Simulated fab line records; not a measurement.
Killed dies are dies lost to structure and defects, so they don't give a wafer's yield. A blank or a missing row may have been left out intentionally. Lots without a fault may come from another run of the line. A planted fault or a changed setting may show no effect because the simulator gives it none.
Which tool did it? -- flow n5-finfet -- 10 lots, 30 wafers sampled, at 6 steps of a route of 1938

WHAT THE GAUGES READ, wafer by wafer
N5_MIM_TOP_LITHO_OVL_MEAS_11.
lot,measured,on,MIM_TOP_OVL (nm)
L178,day 12 11:28,overlay-02,-2 -8 -2
L179,day 12 14:41,overlay-01,7 -1 2
L183,day 13 10:01,overlay-02,-6 -1 -6
L181,day 14 03:04,overlay-01,2 1 -1
L184,day 14 12:17,overlay-02,-2 0 -4
L185,day 15 04:52,overlay-02,-4 -7 -10
L188,day 15 15:50,overlay-01,-3 8 6
L190,day 15 16:05,overlay-01,-4 -2 7
L198,day 18 00:14,overlay-01,-4 4 -5
L200,day 18 21:25,overlay-02,0 -4 -6

N5_MIM_TOP_LITHO_INSPECT_12: inspects for defects (macro).
lot,measured,on,raw-defect-count
L178,day 12 11:29,defect-inspect-02,0 1 1
L179,day 12 14:43,defect-inspect-02,1 3 0
L183,day 13 10:03,defect-inspect-01,6 5 3
L181,day 14 03:05,defect-inspect-01,2 1 4
L184,day 14 12:19,defect-inspect-02,2 3 2
L185,day 15 04:54,defect-inspect-01,0 1 0
L188,day 15 15:52,defect-inspect-01,4 4 0
L190,day 15 16:06,defect-inspect-01,3 2 2
L198,day 18 00:15,defect-inspect-01,4 0 276
L200,day 18 21:26,defect-inspect-01,2 4 0

N5_MIM_BOT_LITHO_INSPECT_12: inspects for defects (macro).
lot,measured,on,raw-defect-count
L178,day 12 12:52,defect-inspect-01,2 1 3
L179,day 12 15:39,defect-inspect-02,3 0 3
L183,day 13 10:57,defect-inspect-02,3 7 2
L181,day 14 03:57,defect-inspect-02,2 5 4
L184,day 14 13:11,defect-inspect-02,0 1 1
L185,day 15 05:53,defect-inspect-02,0 0 3
L188,day 15 16:44,defect-inspect-02,3 2 2
L190,day 15 16:58,defect-inspect-02,5 2 1
L198,day 18 01:09,defect-inspect-02,2 1 274
L200,day 18 22:44,defect-inspect-02,3 1 3

WHICH TOOL RAN EACH LOT (tool, then ch and the chambers of the sampled wafers, then the start)
lot,N5_BEOL_M15_ETCH_61,N5_MIM_TOP_SPUTTER_03,N5_MIM_TOP_ETCH_ETCH_00
L178,"rie-diel-01 ch 0,1,3, day 12 03:41","pvd-sputter-03, day 12 10:54","rie-metal-03 ch 0,1, day 12 11:37"
L179,"rie-diel-06 ch 0,1, day 12 07:28","pvd-sputter-02, day 12 14:16","rie-metal-01 ch 0,1, day 12 14:50"
L183,"rie-diel-01 ch 2,3, day 13 02:48","pvd-sputter-02, day 13 09:36","rie-metal-03 ch 0,1, day 13 10:21"
L181,"rie-diel-06 ch 0,1,2, day 13 18:08","pvd-sputter-01, day 14 02:31","rie-metal-01 ch 0,1, day 14 03:13"
L184,"rie-diel-01 ch 1,3, day 14 06:02","pvd-sputter-01, day 14 11:52","rie-metal-03 ch 0,1, day 14 12:26"
L185,"rie-diel-03 ch 1,2, day 14 23:08","pvd-sputter-01, day 15 04:27","rie-metal-01 ch 0, day 15 05:01"
L188,"rie-diel-01 ch 0,2,3, day 15 00:23","pvd-sputter-03, day 15 15:25","rie-metal-01 ch 0, day 15 15:59"
L190,"rie-diel-01 ch 2,3, day 15 04:47","pvd-sputter-03, day 15 15:32","rie-metal-02 ch 0,1, day 15 16:13"
L198,"rie-diel-03 ch 0,1,2, day 17 15:49","pvd-sputter-02, day 17 23:48","rie-metal-03 ch 0,1, day 18 00:22"
L200,"rie-diel-03 ch 1,2,3, day 18 14:38","pvd-sputter-03, day 18 20:52","rie-metal-03 ch 0,1, day 18 22:00"
- N5_BEOL_M15_ETCH_61: etches BARC in N2/H2, target depth 89 nm, overetch 26.7 nm, time 67.9 s.
- N5_MIM_TOP_SPUTTER_03: material TiN, target thk 35 nm, time 89.7 s.
- N5_MIM_TOP_ETCH_ETCH_00: etches TiN in Cl2/BCl3, target depth 38.5 nm.

WHAT THE TOOLS THEMSELVES READ (means of the sampled wafers that have a number; where no wafer has one, the mark that the record gives instead)
N5_BEOL_M15_ETCH_61.
lot,tool,drypump-motor-current-A (A),oes-product-au (a.u.),rf-vpp-V (V),showerhead-plenum-p-Torr (Torr),throttle-valve-pct (%)
L178,rie-diel-01,5.45,0.64,523.5,2.54,17.94
L179,rie-diel-06,5.63,0.72,525.4,2.57,17.61
L183,rie-diel-01,5.68,0.60,521.9,2.49,18.02
L181,rie-diel-06,5.80,0.69,525.5,2.60,17.72
L184,rie-diel-01,5.63,0.61,522.0,2.50,17.88
L185,rie-diel-03,5.26,0.62,519.9,2.39,17.88
L188,rie-diel-01,5.48,0.71,523.4,2.50,17.85
L190,rie-diel-01,5.68,0.69,521.6,2.46,17.78
L198,rie-diel-03,5.37,0.67,520.5,2.44,17.82
L200,rie-diel-03,5.41,0.64,521.4,2.43,18.02

N5_MIM_TOP_SPUTTER_03.
lot,tool,chamber-pressure-pa (Pa),throttle-valve-pct (%)
L178,pvd-sputter-03,0.4994,30.3
L179,pvd-sputter-02,0.4995,30.0
L183,pvd-sputter-02,0.4998,30.1
L181,pvd-sputter-01,0.4996,29.3
L184,pvd-sputter-01,0.4999,29.6
L185,pvd-sputter-01,0.5001,29.2
L188,pvd-sputter-03,0.5006,30.2
L190,pvd-sputter-03,0.4995,30.1
L198,pvd-sputter-02,0.4998,30.6
L200,pvd-sputter-03,0.4996,30.3

N5_MIM_TOP_ETCH_ETCH_00.
lot,tool,bcl3-flow-sccm (sccm),drypump-motor-current-A (A),oes-product-au (a.u.),throttle-valve-pct (%)
L178,rie-metal-03,21.79,5.6,0.83,22.66
L179,rie-metal-01,21.74,5.8,0.66,22.91
L183,rie-metal-03,21.78,6.0,0.81,22.70
L181,rie-metal-01,21.78,5.8,0.66,22.92
L184,rie-metal-03,21.71,5.9,0.79,22.71
L185,rie-metal-01,21.69,6.0,0.67,22.74
L188,rie-metal-01,21.66,5.9,0.67,22.75
L190,rie-metal-02,21.76,5.2,0.71,23.01
L198,rie-metal-03,21.81,6.0,0.78,22.72
L200,rie-metal-03,21.77,5.6,0.78,22.71

THE ANSWER, worked out from the rows above alone
Rule: usual is defined by the lots themselves. The widest of any qualifying gaps counts: lots, ordered by their means at a reading, are off when they make up no more than a third of the lots, leave a main group of 4 or more, and stand apart from it by 3 or more times the standard deviation of that group's means. A main group is skipped when, at the precision printed for the reading in the tables above, its means are all equal. Also off: a lot with no number at a reading for which 4 or more lots have one. Where the step has rows for the other lots, those lots are counted as sound. The gauges are gone through in route order, then the tools' own readings, and for those a lot's mean is taken as printed above. The first step at which some lot is off is used, and at that step the reading that is off furthest; a lot without a number counts as furthest.
Off: L198, at N5_MIM_TOP_LITHO_INSPECT_12 (raw-defect-count). The main group: mean 2.1, standard deviation 1.2.
A tool fits if, at a process step before that reading, it ran every lot that is off, and no sound lot after the first of them. The gauges at N5_MIM_TOP_LITHO_INSPECT_12 aren't tried: what is off there is off at N5_MIM_BOT_LITHO_INSPECT_12 too, on other tools, and a gauge's error can't cause that. One fits: N5_MIM_TOP_SPUTTER_03 on pvd-sputter-02. Its last sound lot is L183 (day 13 09:36), its first lot that is off L198 (day 17 23:48): a fault that began between those two fits.

WHAT HAD BEEN PUT IN BY THE SIMULATOR
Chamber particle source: pvd-sputter-02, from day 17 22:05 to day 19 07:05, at N5_MIM_TOP_SPUTTER_03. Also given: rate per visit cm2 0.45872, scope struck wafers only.
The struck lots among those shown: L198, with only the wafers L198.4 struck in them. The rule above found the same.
